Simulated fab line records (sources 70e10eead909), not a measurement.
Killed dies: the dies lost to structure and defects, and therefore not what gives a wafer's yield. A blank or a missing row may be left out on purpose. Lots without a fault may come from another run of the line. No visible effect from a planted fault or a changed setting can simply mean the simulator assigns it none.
Matching of chambers | flow nand-harc | NHARC_A_CONTACT_ETCH_90 on rie-diel-08 has 4 sister chambers
The step etches the open film in CH3F/O2, target depth 40 nm, time 85.7 s. 4 wafers are shown with their chamber, then 12 later ones without.

== WAFERS PAIRED WITH THEIR CHAMBERS ==
wafer  | chamber | drypump-motor-current-A (A)
L088.2 | 1       | 6.6
L088.3 | 2       | 6.1
L090.5 | 3       | 5.2
L090.6 | 0       | 5.6

== WAFERS WHOSE CHAMBER IS MISSING ==
wafer  | drypump-motor-current-A (A)
L093.1 | 6.6
L093.4 | 5.6
L093.6 | 5.2
L095.1 | 6.5
L095.2 | 5.6
L095.4 | 6.0
L097.3 | 5.6
L097.5 | 6.1
L097.6 | 5.2
L096.1 | 5.6
L096.3 | 6.1
L096.4 | 6.6

== WHICH CHAMBER EACH ONE RAN IN ==
wafer  | from the rows above | in truth
L093.1 | 1                   | 1
L093.4 | 0                   | 0
L093.6 | 3                   | 3
L095.1 | 1                   | 1
L095.2 | 0                   | 0
L095.4 | 2                   | 2
L097.3 | 0                   | 0
L097.5 | 2                   | 2
L097.6 | 3                   | 3
L096.1 | 0                   | 0
L096.3 | 2                   | 2
L096.4 | 1                   | 1
Placed correctly: 12 of 12. From these rows, 0 cannot be placed. 0 placed wrongly.
How it was worked out, from the rows above alone: a wafer's distance from a chamber is the root of the sum, over the readings, of the square of ((its reading less the chamber's mean) divided by the reading's scatter). The wafer belongs to the nearest chamber; if the next one is less than 2 further off, it can't be placed. Each chamber's mean is taken over the wafers shown for it. The scatter (one wafer shown for each chamber): square how far every hidden wafer sits from the nearest shown wafer, average those squares and take the square root.
